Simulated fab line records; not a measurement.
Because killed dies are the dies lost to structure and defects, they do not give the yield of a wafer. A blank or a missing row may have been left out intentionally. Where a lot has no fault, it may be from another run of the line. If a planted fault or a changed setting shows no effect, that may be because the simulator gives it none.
fab line records	flow n5Finfet
record lots=7	wafers=39
route steps=1938 shown FIN_SAQP@114 SDB@373 MOL_CONTACT_COAG@624 BEOL_M1@754 BEOL_M3@931 BEOL_M7@1322 BEOL_M10@1488
startH: start of the lot's first displayed wafer, in hours after the record's first day	waitH: time in hours since the lot's previous step	" same as the row above	L1.1+2: several wafers, shown together as one row	- value missing, or start not given	* or withheld: withheld	< > ~ a bound
route shown NAME@n: a module of which the file shows steps, and the number in the route of the first	usual: mean and standard deviation over wafers with no fault	same: alike in all rows	chamber/n: place in a boat	sites: per-site readings	_std_site: their standard deviation	_edge_site: the outer-site mean with the inner-site mean subtracted	radiusMm: how far each site lies from the wafer's centre	mask NAME#n: copy n	behind: tool/chamber where the wafer was last shaped	hold: what put the lot on hold/how long, in hours/how the hold closed	device: the transistor (n, p or np) that didn't switch	end of line: the tests these same wafers got at the end of their route	a step without rows: its recipe alone	killed: not the wafer's yield, but the dies lost to structure and defects at the first sort	map: per-die view of a wafer (x killed, . not killed, _ where there is no die)
set.NAME: the setting the step ran with; set.NAME@STEP: the setting that earlier step ran with	model.NAME: the simulator's own value behind a step, which no gauge read
lots with deliberately changed settings; one table per step, one row per wafer
## steps
# step N5_FIN_SAQP_DESCUM_21
# recipe chemistry=O2	timeS=7.9	sourcePowerW=50	biasPowerW=20	pressureMtorr=20	rfFrequencyHz=2.712e+07	tempC=40	resist=CAR-ArF	o2FlowSccm=225
lot.wafer	tool	chamber	startH	waitH	set.timeS	model.CAR-ArF_of_FIN_SAQP_COAT_10.thkNm
L077.1	rieDiel-02	3	39.86	0.1	6.416	84.03
L077.2	"	1	"	"	6.416	84.4
L077.3	"	2	"	"	7.9	83.18
L077.4	"	0	"	"	7.9	83.3
L077.5	"	3	"	"	6.416	84.26
L077.6	"	0	"	"	7.9	83.2
L078.1	rieDiel-04	2	45.29	0.0	7.9	83.66
L078.2	"	1	"	"	10.67	81.87
L078.3	"	0	"	"	7.9	83.42
L078.4	"	3	"	"	10.67	81.6
L078.5	"	3	"	"	7.9	83.3
L078.6	"	0	"	"	10.67	81.73
L083.1	rieDiel-04	2	75.77	0.1	5.683	85.02
L083.2	"	0	"	"	7.9	83.73
L083.3	"	1	"	"	5.683	84.57
L083.4	"	2	"	"	5.683	84.44
L083.5	"	0	"	"	7.9	83.44
L083.6	"	1	"	"	7.9	83.38
L086.1	rieDiel-01	3	93.46	0.1	7.9	83.45
L086.3	"	1	"	"	7.9	83.41
L086.6	"	1	"	"	7.9	83.53
L093.1	rieDiel-02	2	135.38	0.1	7.9	83.36
L093.2	"	3	"	"	7.9	83.52
L093.3	"	0	"	"	7.9	83.16
L093.4	"	1	"	"	7.9	83.38
L093.5	"	0	"	"	7.9	83.3
L093.6	"	1	"	"	7.9	83.46
L094.1	rieDiel-02	0	141.85	0.0	7.9	83.26
L094.2	"	1	"	"	7.9	83.73
L094.3	"	2	"	"	5.466	84.9
L094.4	"	3	"	"	5.466	84.98
L094.5	"	0	"	"	5.466	85.22
L094.6	"	3	"	"	7.9	83.08
L097.1	rieDiel-04	3	159.65	0.0	7.9	83.47
L097.2	"	1	"	"	7.9	83.53
L097.3	"	0	"	"	3.927	86.11
L097.4+6	"	1,3	"	"	3.927	86.03
L097.5	"	0	"	"	7.9	83.4
# step N5_FIN_SAQP_ETCH_51
# recipe chemistry=CF4	target=SiARC	targetDepthA=455	maskMaterial=CAR-ArF	timeS=75.8	ionEnergyEv=80	pressureMtorr=40	sourceW=545	biasW=36	Ar_flow_sccm=100	cf4FlowSccm=100	ends=cleared
lot.wafer	tool	chamber	startH	waitH	set.timeS@FIN_SAQP_DESCUM_21	model.CAR-ArF_of_FIN_SAQP_COAT_10.thkNm
L077.1	rieDiel-02	3	39.89	0.0	6.416	51.51
L077.2	"	1	"	"	6.416	51.79
L077.3	"	2	"	"	7.9	50.63
L077.4	"	0	"	"	7.9	50.77
L077.5	"	3	"	"	6.416	51.75
L077.6	"	0	"	"	7.9	50.65
L078.1	rieDiel-04	2	45.33	0.0	7.9	51.24
L078.2	"	1	"	"	10.67	49.37
L078.3	"	0	"	"	7.9	50.93
L078.4	"	3	"	"	10.67	49.16
L078.5	"	3	"	"	7.9	50.78
L078.6	"	0	"	"	10.67	49.28
L083.1	rieDiel-04	2	75.80	0.0	5.683	52.48
L083.2	"	0	"	"	7.9	51.2
L083.3	"	1	"	"	5.683	52.11
L083.4	"	2	"	"	5.683	51.96
L083.5	"	0	"	"	7.9	50.92
L083.6	"	1	"	"	7.9	50.97
L086.1+3	rieDiel-01	3,1	93.49	0.0	7.9	50.97
L086.6	"	1	"	"	7.9	50.95
L093.1	rieDiel-02	2	135.42	0.0	7.9	50.73
L093.2	"	3	"	"	7.9	50.93
L093.3	"	0	"	"	7.9	50.54
L093.4	"	1	"	"	7.9	50.88
L093.5	"	0	"	"	7.9	50.69
L093.6	"	1	"	"	7.9	50.83
L094.1	rieDiel-02	0	141.88	0.0	7.9	50.55
L094.2	"	1	"	"	7.9	51.05
L094.3+4	"	2,3	"	"	5.466	52.29
L094.5	"	0	"	"	5.466	52.4
L094.6	"	3	"	"	7.9	50.26
L097.1	rieDiel-04	3	159.69	0.0	7.9	50.8
L097.2	"	1	"	"	7.9	50.95
L097.3	"	0	"	"	3.927	53.54
L097.4	"	1	"	"	3.927	53.44
L097.5	"	0	"	"	7.9	50.81
L097.6	"	3	"	"	3.927	53.51
# step N5_SDB_ALD_29
# recipe material=SiNx	targetThkA=300	tempC=400	aldPrecursorFamily=SiH2I2	aldCoReactant=N2/H2-plasma	pulseTimeS=1	aldCycles=600	purgeTimeS=2	coReactantPurgeTimeS=2	pressureTorr=2
lot.wafer	tool	chamber	startH	waitH	set.aldCycles	model.SiNx_of_SDB_ALD_29.thkNm
L077.1+2+4	aldSin-04	3,1,2	84.76	0.0	600	30
L077.3+5+6	"	0,1,0	"	"	600	30.2
L078.1+6	aldSin-03	1,2	89.55	0.0	600	30.2
L078.2	"	0	"	"	600	30
L078.3+5	"	2,1	"	"	348	17.6
L078.4	"	0	90.90	1.4	348	17.4
L083.1	aldSin-02	3	118.16	0.0	763	38.2
L083.2+3+6	"	0,2,2	"	"	600	30
L083.4+5	"	1,3	"	"	763	38
L086.1	aldSin-03	2	139.16	0.0	600	30
L086.3+6	"	0,1	"	"	600	29.8
L093.1+3+6	aldSin-02	0,3,3	179.56	0.1	600	29.8
L093.2	"	2	"	"	383	19.2
L093.4+5	"	1,0	"	"	383	19
L094.1+2+5+6	aldSin-04	0,1,2,3	185.61	0.2	600	30
L094.3+4	"	2,3	"	"	600	30.2
L097.1+3+5	aldSin-03	0,3,3	205.70	0.0	600	30
L097.2+4+6	"	2,1,2	"	"	884	44.2
# step N5_SDB_CMP_30
# recipe stopOn=poly-Si	tOverpolishS=1.54	postCmpClean=alkalineBrush	downForcePsi=4.1491	platenRpm=51.796	padVelocityMS=1.0306	targetThkNm=30
lot.wafer	tool	chamber	startH	waitH	set.aldCycles@SDB_ALD_29	model.SiNx_of_SDB_ALD_29.thkNm
L077.1+4+2	cmp-01	3,0,2	87.49	1.4	600	30
L077.3+5+6	"	1,3,0	"	"	600	30.2
L078.3+5	cmp-01	1	92.28	1.4	348	17.6
L078.2	"	2	"	"	600	30
L078.4	"	3	"	"	348	17.4
L078.1+6	"	0,2	"	"	600	30.2
L083.2+3+6	cmp-03	1,2,2	120.89	1.4	600	30
L083.4	"	3	"	"	763	29.2
L083.1	"	0	"	"	763	30.4
L083.5	"	1	"	"	763	30.2
L086.3+6	cmp-02	1,0	141.97	1.5	600	29.8
L086.1	"	2	"	"	600	30
L093.3+1+6	cmp-01	2,0,3	182.30	1.4	600	29.8
L093.2	"	3	"	"	383	19.2
L093.4+5	"	1,2	"	"	383	19
L094.3+4	cmp-01	2,3	188.34	1.4	600	30.2
L094.2+1+6+5	"	0,1,2,3	"	"	600	30
L097.1+3+5	cmp-02	0,3,1	208.44	1.4	600	30
L097.4	"	1	"	"	884	30.6
L097.2	"	2	"	"	884	31
L097.6	"	0	"	"	884	31.8
# step N5_MOL_CONTACT_COAG_CVD_140
# recipe material=W	targetThkA=665	mode=selectiveFill	tempC=300	timeS=215
lot.wafer	tool	chamber	startH	waitH	set.targetThkA	model.W_of_MOL_CONTACT_COAG_CVD_140.thkNm
L077.1	cvdW-01	0	117.21	0.1	665	66.6
L077.2+6	"	1,0	"	"	456.3	45.4
L077.3	"	0	"	"	456.3	45
L077.4	"	1	"	"	665	66.4
L077.5	"	1	"	"	665	66.2
L078.1+4	cvdW-02	1	122.30	0.1	665	66.8
L078.2	"	0	"	"	665	66.6
L078.3	"	0	"	"	456.7	46.6
L078.5+6	"	1,0	"	"	456.7	46
L083.1	cvdW-01	1	157.07	0.1	665	67
L083.2	"	0	"	"	457.6	46.6
L083.3	"	1	"	"	457.6	46.8
L083.4	"	0	"	"	665	66.6
L083.5	"	1	"	"	457.6	45.8
L083.6	"	0	"	"	665	66.8
L086.1	cvdW-02	0	174.11	0.1	665	66.2
L086.3	"	1	"	"	665	67.2
L086.6	"	0	"	"	665	65.8
L093.1+3	cvdW-02	0,1	212.68	0.1	665	66.6
L093.2	"	1	"	"	665	66.8
L093.4+5	"	0,1	"	"	665	67.4
L093.6	"	0	"	"	665	67.2
L094.1	cvdW-02	0	217.24	0.1	665	67.2
L094.2	"	1	"	"	665	67.6
L094.3	"	1	"	"	780.9	77.6
L094.4+6	"	0	"	"	780.9	78.8
L094.5	"	1	"	"	665	67
L097.1	cvdW-01	0	238.97	0.1	770	77
L097.2	"	1	"	"	665	66.8
L097.3	"	1	"	"	665	65.4
L097.4	"	0	"	"	770	75.8
L097.5	"	0	"	"	665	66.4
L097.6	"	1	"	"	770	76.4
# step N5_BEOL_M1_HM_DEP_02
# recipe material=TiN	targetThkA=200	tempC=25	chamberPressurePa=0.49996
lot.wafer	tool	chamber	startH	waitH	set.targetThkA	model.TiN_of_BEOL_M1_HM_DEP_02.thkNm
L077.1	pvdSputter-02	-	136.76	1.7	200	20.6
L077.2	"	-	"	"	200	20.4
L077.3	"	-	"	"	200	20.2
L077.4+5+6	"	-	"	"	143	14.6
L078.1	pvdSputter-03	-	142.95	1.5	295.3	29.2
L078.2	"	-	"	"	200	19.8
L078.3+6	"	-	"	"	200	19.6
L078.4+5	"	-	"	"	295.3	29
L083.1+5	pvdSputter-01	-	180.05	1.6	132.8	12.8
L083.2	"	-	"	"	200	19.8
L083.3	"	-	"	"	200	19.4
L083.4	"	-	"	"	200	19.6
L083.6	"	-	"	"	132.8	13
L086.1+3	pvdSputter-01	-	195.45	0.2	200	19.8
L086.6	"	-	"	"	200	20
L093.1	pvdSputter-03	-	232.90	0.4	200	20
L093.2	"	-	"	"	200	20.2
L093.3	"	-	"	"	271.7	27
L093.4	"	-	"	"	200	19.6
L093.5+6	"	-	"	"	271.7	27.2
L094.1+4	pvdSputter-02	-	236.22	0.9	200	20.2
L094.2+6	"	-	"	"	200	20
L094.3+5	"	-	"	"	200	20.6
L097.1	pvdSputter-01	-	263.75	0.5	124.2	12
L097.2	"	-	"	"	200	20
L097.3	"	-	"	"	124.2	12.4
L097.4+5	"	-	"	"	200	19.8
L097.6	"	-	"	"	124.2	12.2
# step N5_BEOL_M1_COAT_61
# recipe resist=SOC	tempC=250	timeS=60	spinRpm=1500	resistThkNm=60
# step N5_BEOL_M1_COAT_62
# recipe resist=SiARC	tempC=220	timeS=60	spinRpm=1500	resistThkNm=12
# step N5_BEOL_M1_STRIP_75
# recipe chemistry=N2/H2	tempC=40	n2FlowSccm=200	h2FlowSccm=200	rfFrequencyHz=6e+07
# step N5_BEOL_M1_STRIP_66
# recipe chemistry=CF4	resist=SiARC	powerW=300	biasPowerW=75	pressureMtorr=50	cf4FlowSccm=150	rfFrequencyHz=6e+07
# step N5_BEOL_M1_HM_OPEN_17
# recipe chemistry=Cl2/BCl3	targetDepthA=200	overetchA=60	target=TiN	maskMaterial=SOC	ionEnergyEv=150	pressureMtorr=10	icpW=1000	biasW=126	Cl2_flow_sccm=53.25	bcl3FlowSccm=21.75	Ar_flow_sccm=25
lot.wafer	tool	chamber	startH	waitH	set.targetThkA@BEOL_M1_HM_DEP_02	model.etch.depthNm
L077.1	rieMetal-01	1	137.54	0.0	200	20.65
L077.2	"	0	"	"	200	20.33
L077.3	"	1	"	"	200	20.11
L077.4	"	0	"	"	143	14.66
L077.5	"	1	"	"	143	14.6
L077.6	"	0	"	"	143	14.58
L078.1	rieMetal-01	1	143.71	0.0	295.3	25.8
L078.2	"	0	"	"	200	19.75
L078.3	"	1	"	"	200	19.65
L078.4	"	0	"	"	295.3	25.72
L078.5	"	0	"	"	295.3	25.78
L078.6	"	1	"	"	200	19.66
L083.1	rieMetal-01	0	180.88	0.0	132.8	12.73
L083.2	"	1	"	"	200	19.73
L083.3	"	0	"	"	200	19.46
L083.4	"	1	"	"	200	19.64
L083.5	"	1	"	"	132.8	12.78
L083.6	"	0	"	"	132.8	13.1
L086.1	rieMetal-01	0	196.34	0.0	200	19.71
L086.3	"	0	"	"	200	19.81
L086.6	"	1	"	"	200	20
L093.1	rieMetal-01	1	233.66	0.0	200	20.02
L093.2	"	0	"	"	200	20.16
L093.3	"	1	"	"	271.7	25.9
L093.4	"	0	"	"	200	19.63
L093.5	"	1	"	"	271.7	25.82
L093.6	"	0	"	"	271.7	25.06
L094.1	rieMetal-03	0	237.33	0.0	200	20.3
L094.2	"	1	"	"	200	19.96
L094.3	"	1	"	"	200	20.61
L094.4	"	0	"	"	200	20.27
L094.5	"	0	"	"	200	20.6
L094.6	"	1	"	"	200	19.99
L097.1	rieMetal-01	0	264.67	0.0	124.2	12.09
L097.2	"	1	"	"	200	19.95
L097.3	"	1	"	"	124.2	12.37
L097.4	"	0	"	"	200	19.87
L097.5	"	0	"	"	200	19.74
L097.6	"	1	"	"	124.2	12.18
# step N5_BEOL_M3_ILD_DEP_00
# recipe material=SiOC	targetThkA=790	tempC=350	precursor=DEMS/O2	pressureTorr=5	rfW=500	timeS=15.3
lot.wafer	tool	chamber	startH	waitH	set.targetThkA	model.SiOC_of_BEOL_M3_ILD_DEP_00.thkNm
L077.1	pecvd-01	1	164.86	0.0	790	78.6
L077.2+3	"	0,2	"	"	790	79.4
L077.4	"	1	"	"	790	80
L077.5	"	0	"	"	790	80.8
L077.6	"	2	"	"	790	80.4
L078.1	pecvd-04	2	168.23	0.0	790	77.8
L078.2	"	0	"	"	790	78.4
L078.3	"	1	"	"	790	79.2
L078.4	"	2	"	"	790	78.6
L078.5	"	0	"	"	790	78.8
L078.6	"	1	"	"	790	79.6
L083.1+3	pecvd-01	1,0	205.96	0.0	790	79.2
L083.2	"	2	"	"	371	37.2
L083.4	"	0	"	"	371	38.2
L083.5	"	2	"	"	371	37.4
L083.6	"	1	"	"	790	80.8
L086.1	pecvd-04	2	231.81	0.0	790	79.2
L086.3	"	1	"	"	790	78
L086.6	"	2	"	"	790	79.4
L093.1	pecvd-01	1	264.01	0.0	790	77.4
L093.2+3	"	2,0	"	"	790	77.2
L093.4	"	0	"	"	790	78.2
L093.5	"	1	"	"	790	78.4
L093.6	"	2	"	"	790	79.2
L094.1	pecvd-01	2	266.65	0.0	361.7	34.6
L094.2	"	1	"	"	361.7	34.2
L094.3	"	0	"	"	790	76.4
L094.4	"	1	"	"	361.7	35
L094.5+6	"	2,0	"	"	790	78.4
L097.1	pecvd-03	1	290.55	0.0	790	78.8
L097.2	"	0	"	"	614.2	61.2
L097.3	"	2	"	"	614.2	60.8
L097.4	"	0	"	"	614.2	62.2
L097.5	"	2	"	"	790	79.4
L097.6	"	1	"	"	790	79.6
# step N5_BEOL_M3_THK_MEAS_01
# recipe reads=SiOC_of_BEOL_M3_ILD_DEP_00
# usual M3_ILD_THK=78.8/1.1
lot.wafer	tool	chamber	startH	waitH	set.targetThkA@BEOL_M3_ILD_DEP_00	M3_ILD_THK[nm]
L077.1	filmMetro-02	-	164.93	0.0	790	78.5
L077.2	"	-	"	"	790	79.4
L077.3	"	-	"	"	790	79.4
L077.4	"	-	"	"	790	80.0
L077.5	"	-	"	"	790	80.7
L077.6	"	-	"	"	790	80.3
L078.1	filmMetro-02	-	168.30	0.1	790	77.8
L078.2	"	-	"	"	790	78.5
L078.3	"	-	"	"	790	79.2
L078.4	"	-	"	"	790	78.6
L078.5	"	-	"	"	790	78.7
L078.6	"	-	"	"	790	79.7
L083.1	filmMetro-01	-	206.03	0.0	790	79.2
L083.2	"	-	"	"	371	37.2
L083.3	"	-	"	"	790	79.1
L083.4	"	-	"	"	371	38.1
L083.5	"	-	"	"	371	37.4
L083.6	"	-	"	"	790	80.7
L086.1	filmMetro-01	-	231.88	0.0	790	79.2
L086.3	"	-	"	"	790	78.0
L086.6	"	-	"	"	790	79.4
L093.1	filmMetro-01	-	264.08	0.0	790	77.4
L093.2	"	-	"	"	790	77.1
L093.3	"	-	"	"	790	77.3
L093.4	"	-	"	"	790	78.3
L093.5	"	-	"	"	790	78.4
L093.6	"	-	"	"	790	79.2
L094.1	filmMetro-02	-	266.71	0.0	361.7	34.7
L094.2	"	-	"	"	361.7	34.1
L094.3	"	-	"	"	790	76.3
L094.4	"	-	"	"	361.7	35.0
L094.5	"	-	"	"	790	78.5
L094.6	"	-	"	"	790	78.5
L097.1	filmMetro-01	-	290.62	0.0	790	78.8
L097.2	"	-	"	"	614.2	61.1
L097.3	"	-	"	"	614.2	60.7
L097.4	"	-	"	"	614.2	62.2
L097.5	"	-	"	"	790	79.4
L097.6	"	-	"	"	790	79.5
# step N5_BEOL_M7_CVD_78
# recipe material=Co	targetThkA=20	tempC=withheld	precursor=CCTBA/H2	pressureTorr=30	timeS=142.3
lot.wafer	tool	chamber	startH	waitH	set.targetThkA	model.Co_of_BEOL_M7_CVD_78.thkNm
L077.1	cvdCo-01	0	240.79	0.1	20	1.8
L077.2+3+4+5+6	"	2,1,2,0,1	"	"	20	2
L078.1	cvdCo-01	2	244.13	0.1	13.99	1.4
L078.2+3	"	0,1	"	"	13.99	1.2
L078.4+5	"	0,2	"	"	20	2
L078.6	"	1	"	"	20	1.8
L083.1+2+4+5+6	cvdCo-01	2,0,2,0,1	266.72	0.1	20	2
L083.3	"	1	"	"	20	1.8
L086.1	cvdCo-01	2	294.79	0.3	20	1.8
L086.3+6	"	2	"	"	20	2
L093.1+2+6	cvdCo-01	2,1,2	329.67	0.0	20	2.2
L093.3+5	"	1	"	"	27.45	2.8
L093.4	"	2	"	"	27.45	3
L094.1+2+3	cvdCo-02	2,1,0	332.36	0.3	28.56	2.8
L094.4+5+6	"	0,1,2	"	"	20	2
L097.1+4+5	cvdCo-01	1,0,2	388.52	0.3	20	2
L097.2	"	0	"	"	13.78	1.2
L097.3	"	2	"	"	13.78	1.6
L097.6	"	1	"	"	13.78	1.4
# step N5_BEOL_M10_ETCH_62
# recipe chemistry=N2/H2	target=SOC	targetDepthA=1100	overetchA=220	maskMaterial=SiARC	tempC=40	timeS=165	ionEnergyEv=200	pressureMtorr=30	sourceW=840	biasW=150	n2FlowSccm=200	h2FlowSccm=200
lot.wafer	tool	chamber	startH	waitH	set.timeS	model.SiARC_of_BEOL_M10_COAT_60.thkNm
L077.1+3	rieDiel-01	3,0	267.44	0.0	165	23.6
L077.2	"	2	"	"	247	20
L077.4	"	1	"	"	165	23.4
L077.5+6	"	0,3	"	"	247	20.4
L078.1	rieDiel-01	0	270.73	0.0	189.9	22.8
L078.2+6	"	3,1	"	"	189.9	22.6
L078.3	"	1	"	"	165	23.6
L078.4+5	"	2	"	"	165	23.4
L083.1	rieDiel-04	0	287.06	0.0	165	23.4
L083.2	"	2	"	"	201.4	22.6
L083.3	"	3	"	"	165	23.6
L083.4	"	1	"	"	201.4	23
L083.5	"	1	"	"	165	24.2
L083.6	"	2	"	"	201.4	22.4
L086.1+3	rieDiel-04	3,2	313.63	0.1	165	23.6
L086.6	"	2	"	"	165	23.8
L093.1+3	rieDiel-02	1,2	349.24	0.0	92.94	26.4
L093.2+5	"	3	"	"	165	23.2
L093.4	"	1	"	"	92.94	26.2
L093.6	"	2	"	"	165	23.6
L094.1+6	rieDiel-04	2	356.06	0.0	165	23.6
L094.2+4	"	1	"	"	205.3	22.4
L094.3	"	0	"	"	165	23.4
L094.5	"	0	"	"	205.3	21.8
L097.1	rieDiel-02	2	411.68	0.0	215.7	21.8
L097.2	"	3	"	"	215.7	21.2
L097.3+4+5	"	1,0,1	"	"	165	23.4
L097.6	"	2	"	"	215.7	21.6
# step N5_BEOL_M10_STRIP_68
# recipe chemistry=N2/H2	tempC=40	n2FlowSccm=200	h2FlowSccm=200	rfFrequencyHz=6e+07
# step N5_BEOL_M10_STRIP_67
# recipe chemistry=CF4	resist=SiARC	powerW=300	biasPowerW=75	pressureMtorr=50	cf4FlowSccm=150	rfFrequencyHz=6e+07
# step N5_BEOL_M10_HM_OPEN_17
# recipe chemistry=Cl2/BCl3	targetDepthA=200	overetchA=60	target=TiN	maskMaterial=SOC	ionEnergyEv=150	pressureMtorr=10	icpW=1000	biasW=126	Cl2_flow_sccm=53.25	bcl3FlowSccm=21.75	Ar_flow_sccm=25
lot.wafer	tool	chamber	startH	waitH	set.timeS@BEOL_M10_ETCH_62	model.etch.depthNm
L077.1	rieMetal-03	1	267.63	0.0	165	20.07
L077.2	"	0	"	"	247	12.16
L077.3	"	0	"	"	165	19.85
L077.4	"	1	"	"	165	19.77
L077.5	"	1	"	"	247	12.37
L077.6	"	0	"	"	247	11.8
L078.1	rieMetal-02	0	270.92	0.0	189.9	17.61
L078.2	"	1	"	"	189.9	17.74
L078.3	"	0	"	"	165	20.01
L078.4	"	1	"	"	165	19.62
L078.5	"	1	"	"	165	19.96
L078.6	"	0	"	"	189.9	17.55
L083.1	rieMetal-03	0	287.24	0.0	165	19.98
L083.2	"	1	"	"	201.4	16.57
L083.3	"	1	"	"	165	20.17
L083.4	"	0	"	"	201.4	16.69
L083.5	"	0	"	"	165	20.1
L083.6	"	1	"	"	201.4	16.24
L086.1	rieMetal-01	1	313.90	0.0	165	19.54
L086.3	"	0	"	"	165	19.57
L086.6	"	0	"	"	165	19.71
L093.1	rieMetal-01	1	349.42	0.0	92.94	20.09
L093.2	"	0	"	"	165	20.34
L093.3	"	0	"	"	92.94	20.2
L093.4	"	1	"	"	92.94	20.07
L093.5	"	0	"	"	165	20.05
L093.6	"	1	"	"	165	20.55
L094.1	rieMetal-02	0	356.25	0.0	165	20.3
L094.2	"	1	"	"	205.3	16.55
L094.3	"	0	"	"	165	20.14
L094.4	"	1	"	"	205.3	16.4
L094.5	"	0	"	"	205.3	16.15
L094.6	"	1	"	"	165	20.27
L097.1	rieMetal-01	0	411.87	0.0	215.7	15.45
L097.2	"	1	"	"	215.7	15.53
L097.3	"	0	"	"	165	20.76
L097.4+5	"	1,0	"	"	165	20.38
L097.6	"	1	"	"	215.7	15.22
## key
split step=N5_FIN_SAQP_DESCUM_21	setting=timeS	stated=7.9	by=wafer
response step=N5_FIN_SAQP_DESCUM_21	reading=model.CAR-ArF_of_FIN_SAQP_COAT_10.thkNm	change=-0.0502	per=1%	r=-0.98
response step=N5_FIN_SAQP_ETCH_51	reading=model.CAR-ArF_of_FIN_SAQP_COAT_10.thkNm	change=-0.0508	per=1%	r=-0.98
split step=N5_SDB_ALD_29	setting=aldCycles	stated=600	by=wafer
response step=N5_SDB_ALD_29	reading=model.SiNx_of_SDB_ALD_29.thkNm	change=+0.299	per=1%	r=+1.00
response step=N5_SDB_CMP_30	reading=model.SiNx_of_SDB_ALD_29.thkNm	shape=bent	atLowest=17.53	atStated=30.01	atHighest=31.13
split step=N5_MOL_CONTACT_COAG_CVD_140	setting=targetThkA	stated=665	by=wafer
response step=N5_MOL_CONTACT_COAG_CVD_140	reading=model.W_of_MOL_CONTACT_COAG_CVD_140.thkNm	change=+0.658	per=1%	r=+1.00
split step=N5_BEOL_M1_HM_DEP_02	setting=targetThkA	stated=200	by=wafer
response step=N5_BEOL_M1_HM_DEP_02	reading=model.TiN_of_BEOL_M1_HM_DEP_02.thkNm	change=+0.2	per=1%	r=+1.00
response step=N5_BEOL_M1_HM_OPEN_17	reading=model.etch.depthNm	change=+0.169	per=1%	r=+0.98
split step=N5_BEOL_M3_ILD_DEP_00	setting=targetThkA	stated=790	by=wafer
response step=N5_BEOL_M3_ILD_DEP_00	reading=model.SiOC_of_BEOL_M3_ILD_DEP_00.thkNm	change=+0.796	per=1%	r=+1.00
response step=N5_BEOL_M3_THK_MEAS_01	reading=M3_ILD_THK	change=+0.795	per=1%	r=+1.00
split step=N5_BEOL_M7_CVD_78	setting=targetThkA	stated=20	by=wafer
response step=N5_BEOL_M7_CVD_78	reading=model.Co_of_BEOL_M7_CVD_78.thkNm	change=+0.0192	per=1%	r=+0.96
split step=N5_BEOL_M10_ETCH_62	setting=timeS	stated=165	by=wafer
response step=N5_BEOL_M10_ETCH_62	reading=model.SiARC_of_BEOL_M10_COAT_60.thkNm	change=-0.0632	per=1%	r=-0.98
response step=N5_BEOL_M10_HM_OPEN_17	reading=model.etch.depthNm	shape=bent	atLowest=20.12	atStated=20.07	atHighest=12.11
